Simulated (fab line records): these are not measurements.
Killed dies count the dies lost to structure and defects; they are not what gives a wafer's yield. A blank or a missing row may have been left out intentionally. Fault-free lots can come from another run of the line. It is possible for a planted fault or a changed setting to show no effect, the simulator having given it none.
Problem report, 8D (eight disciplines) form, completed by code	flow n5_finfet	the parts of the form that need people (team, actions taken, sign-off) are left out

1. WHAT WENT WRONG
At N5_HKMG_FIN_ETCH_58, bias_w averages 11.95 W over 9 wafers from 3 lots, while fault-free wafers read 13.00 W, standard deviation 0.036. Relative to the usual mean, that is a shift of -29 standard deviations.
The step: etches SOC in N2/H2, target depth 215.8 nm, time 741 s.
The first sign was on wafer L840.2 at day 7 16:43, on rie_diel-06. Wafers with a number at this step in the record: 30, from 10 lots. Rule for "out", or "out of limits": more than 4 standard deviations from the usual mean. Any other wafer with a number is counted as sound.

2. WHAT IT IS; WHAT IT IS NOT
question	is	is not
which readings at this step	bias_w	drypump_motor_current_A, oes_product_au, showerhead_plenum_p_Torr, throttle_valve_pct
which lots	L840, L841, L842	L826, L829, L835, L843, L845, L846, L849
which wafers of those lots	all that have a number	-
read on which tools	rie_diel-06	rie_diel-03
when	from day 7 16:43	up to then (9 sound wafers); but 12 sound wafers of L843, L845, L846, L849 came after

3. THE SUSPECTS, EACH WITH WHAT RULES IT OUT
Counting: a tool at a process step up to the reading stays a suspect if it ran every lot that is out and no sound lot after the first of them.
- rie_diel-06 at N5_HKMG_FIN_ETCH_58 (etches SOC in N2/H2, target depth 215.8 nm, time 741 s): kept. It ran every lot that is out, first L840 (day 7 16:43), and no sound lot after that; its last sound lot up to then is L835 (day 6 09:01). Its own readings are out on those wafers: bias_w.
Left after counting: rie_diel-06 at N5_HKMG_FIN_ETCH_58.

4. THE CAUSE (what the simulator had put in)
Process parameters drifting: rie_diel-06 at N5_HKMG_FIN_ETCH_58, beginning at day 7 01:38. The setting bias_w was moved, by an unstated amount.
This tool alone remained once counting was done.

5. SEQUENCE OF EFFECTS, ordered by route
Each row: a reading whose mean over the struck wafers that have a number lies more than 3 standard deviations from the usual. Only readings whose record carries a usual standard deviation are examined. hours: median over the lots of the time between each lot's start at the first step of this table that gives one and its start at this step. sigmas: the change, counted in usual standard deviations.
hours	step	reading	usual	on struck wafers	change	sigmas
0	N5_HKMG_FIN_ETCH_58	bias_w	13.00 W	11.95	-1.05	-29
0	N5_HKMG_FIN_ETCH_58	rf_vpp_V	99.1 V	94.6	-4.5	-4.1
The process steps in it:
- N5_HKMG_FIN_ETCH_58: etches SOC in N2/H2, target depth 215.8 nm, time 741 s.
Later steps that measure or inspect, where all struck wafers having a row at the step show a number for every such reading and not one has moved that far: N5_BEOL_M4_RC_MEAS_101.

6. WHAT WOULD HAVE CAUGHT IT SOONER
In this record no reading fell out of limits until day 7 16:43, 15 hours after the fault had begun at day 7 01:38.
